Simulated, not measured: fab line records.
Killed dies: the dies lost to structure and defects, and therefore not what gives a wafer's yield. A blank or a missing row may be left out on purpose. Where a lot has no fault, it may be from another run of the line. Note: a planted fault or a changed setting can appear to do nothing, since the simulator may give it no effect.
Lot-split experiment + flow n5-finfet + 21 wafers read from 7 lots, route of 1938 steps

== ON THE SPLIT ==
At N5_BEOL_M11_PECVD_70 (deposits SiO2 from TEOS/O2, target thk 20 nm, time 22.7 s), the setting temp-c was moved away from the recipe's 400 C on 8 of the 21 wafers read, by -2.7% to +4.2%. The other wafers ran this setting at the recipe's value.

The split's own step is where the reading is taken.

== THE READING ==
SiO2_of_BEOL_M11_PECVD_70.thk-nm (the simulator's own value, which no gauge read), in nm, at N5_BEOL_M11_PECVD_70 (deposits SiO2 from TEOS/O2, target thk 20 nm, time 22.7 s). The file gives no usual value for it. Average 19.9 nm, standard deviation 0.28 nm, over the 13 wafers here run with the recipe.

| wafer  | tool, chamber at the split | temp-c as run, C | against the recipe | SiO2_of_BEOL_M11_PECVD_70.thk-nm, nm | against lot-mates on the recipe |
|--------|----------------------------|------------------|--------------------|--------------------------------------|---------------------------------|
| L076.2 | pecvd-03, 0                | 412.5            | +3.1%              | 17.8                                 | -2.4                            |
| L076.4 | pecvd-03, 0                | 412.5            | +3.1%              | 18.2                                 | -2.0                            |
| L076.6 | pecvd-03, 1                | 400              | recipe             | 20.2                                 | -                               |
| L078.1 | pecvd-03, 1                | 400              | recipe             | 19.4                                 | -                               |
| L078.3 | pecvd-03, 2                | 400              | recipe             | 19.6                                 | -                               |
| L078.6 | pecvd-03, 1                | 414.1            | +3.5%              | 18.4                                 | -1.1                            |
| L079.2 | pecvd-02, 2                | 400              | recipe             | 20                                   | -                               |
| L079.5 | pecvd-02, 1                | 389              | -2.7%              | 21.6                                 | +1.6                            |
| L079.6 | pecvd-02, 2                | 389              | -2.7%              | 21.8                                 | +1.8                            |
| L083.3 | pecvd-03, 0,1              | 400              | recipe             | 20                                   | -                               |
| L083.5 | pecvd-03, 0,1              | 400              | recipe             | 20                                   | -                               |
| L083.6 | pecvd-03, 0                | 400              | recipe             | 20.2                                 | -                               |
| L086.1 | pecvd-01, 1                | 412.1            | +3.0%              | 18.4                                 | -2.0                            |
| L086.5 | pecvd-01, 2                | 412.1            | +3.0%              | 19                                   | -1.4                            |
| L086.6 | pecvd-01, 1                | 400              | recipe             | 20.4                                 | -                               |
| L094.2 | pecvd-01, 0,2              | 400              | recipe             | 19.8                                 | -                               |
| L094.3 | pecvd-01, 0,2              | 400              | recipe             | 19.8                                 | -                               |
| L094.6 | pecvd-01, 1                | 400              | recipe             | 20.2                                 | -                               |
| L096.2 | pecvd-02, 2                | 400              | recipe             | 19.6                                 | -                               |
| L096.5 | pecvd-02, 1                | 400              | recipe             | 20                                   | -                               |
| L096.6 | pecvd-02, 0                | 417              | +4.2%              | 17.6                                 | -2.2                            |
The file does not say which wafer passed through which chamber wherever a row lists several chambers: such a row stands for several wafers.

THE FIT
A straight line over all 21 wafers: SiO2_of_BEOL_M11_PECVD_70.thk-nm changes by -0.546 nm for each +1% of temp-c; r = -0.96; the points scatter about the line by 0.32 nm.
The same after taking each lot's own level away (the mean of its wafers on the recipe; 21 wafers): -0.563 nm for each +1%; r = -0.96; scatter 0.3 nm.
According to that fit, moving temp-c by its largest amount changes the reading by 2.4 nm.
The span of the lots' own levels, 19.50 to 20.40 nm, comes to 3.3 times the standard deviation stated above.
The two slopes agree, so the slope changes little with the lot-to-lot level.
Check: for one of the wafers moved furthest among these (+4.2%), held out of the fit, the line's prediction against its lot-mates is -2.42 nm. It came out at -2.2 nm against them.

== ADDITIONAL SPLITS CARRIED BY THESE WAFERS ==
Other splits were also applied to these wafers ahead of the reading. Each is held against what the fit with the lots' levels taken away leaves over:
| other split on the same wafers    | wafers away from the commonest value | r with SiO2_of_BEOL_M11_PECVD_70.thk-nm (lot level and that fit taken away) |
|-----------------------------------|--------------------------------------|-----------------------------------------------------------------------------|
| N5_BEOL_M10_TRENCH_ETCH_37 time-s | 9                                    | +0.06                                                                       |

== FILE'S OWN FIT ==
SiO2_of_BEOL_M11_PECVD_70.thk-nm changes by -0.525 nm for each +1% of temp-c, r = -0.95.
